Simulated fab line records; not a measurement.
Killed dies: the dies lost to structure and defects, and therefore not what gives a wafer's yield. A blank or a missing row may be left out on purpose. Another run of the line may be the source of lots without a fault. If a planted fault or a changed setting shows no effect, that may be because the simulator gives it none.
Chamber matching -- flow n5-finfet -- N5_BEOL_M4_ETCHBACK_99 on rie-diel-03 has 4 sister chambers
The step etches SiO2 in CHF3, target depth 5 nm, time 10.4 s. 18 wafers are shown with their chamber, then 9 later ones without.

WAFERS PAIRED WITH THEIR CHAMBERS
wafer,chamber,drypump-motor-current-A (A),throttle-valve-pct (%),oes-product-au (a.u.)
L076.1,0,5.6,17.1,0.67
L076.4,0,5.6,17.1,0.67
L076.5,1,5.2,16.7,0.95
L077.1,2,5.3,16.8,0.75
L077.4,3,6.5,17.0,0.69
L077.5,0,5.7,17.1,0.67
L081.1,1,5.2,16.7,0.90
L081.3,2,5.3,16.8,0.73
L081.4,3,6.5,17.1,0.68
L082.3,0,5.7,16.7,0.97
L082.4,1,5.2,16.7,0.90
L082.6,3,6.5,17.1,0.68
L084.1,0,5.7,16.7,0.97
L084.4,3,6.5,17.1,0.68
L084.6,1,5.2,16.7,0.91
L089.2,1,5.2,16.7,0.88
L089.3,2,5.3,16.9,0.73
L089.6,1,5.2,16.7,0.87

SIGNATURES, as means of the wafers listed above
reading,chamber 0,chamber 1,chamber 2,chamber 3,scatter within a chamber
drypump-motor-current-A,5.660,5.200,5.300,6.500,0.0293
throttle-valve-pct,16.940,16.700,16.833,17.075,0.121
oes-product-au,0.7900,0.9017,0.7367,0.6825,0.0895
Rule: a wafer lies at a distance from a chamber equal to the root of the sum of squares, over the readings, of (its reading less the chamber's mean, divided by the reading's scatter). If the next closest chamber is less than 2 further off than the closest, the wafer can't be placed; otherwise it belongs to the closest. The scatter: take each reading less its chamber's mean, square it, sum over the shown wafers, divide by the number of wafers less the number of chambers, and take the root.

WAFERS WITH NO CHAMBER GIVEN
wafer,drypump-motor-current-A (A),throttle-valve-pct (%),oes-product-au (a.u.)
L091.1,5.1,16.7,0.86
L091.2,5.3,16.9,0.72
L091.6,5.1,16.7,0.86
L094.1,5.3,16.9,0.72
L094.2,5.7,16.8,0.91
L094.5,5.2,16.9,0.72
L096.2,5.2,16.7,0.86
L096.4,5.7,16.8,0.89
L096.5,5.2,16.9,0.71

WHICH CHAMBER EACH WENT THROUGH
wafer,from the rows above,in truth
L091.1,1,1
L091.2,2,2
L091.6,1,1
L094.1,2,2
L094.2,0,0
L094.5,can't be placed: 1 or 2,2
L096.2,1,1
L096.4,0,0
L096.5,can't be placed: 1 or 2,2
Correct placement for 7 of the 9. These rows do not allow placing 2 (true chamber among the candidates in 2). 0 placed wrongly.
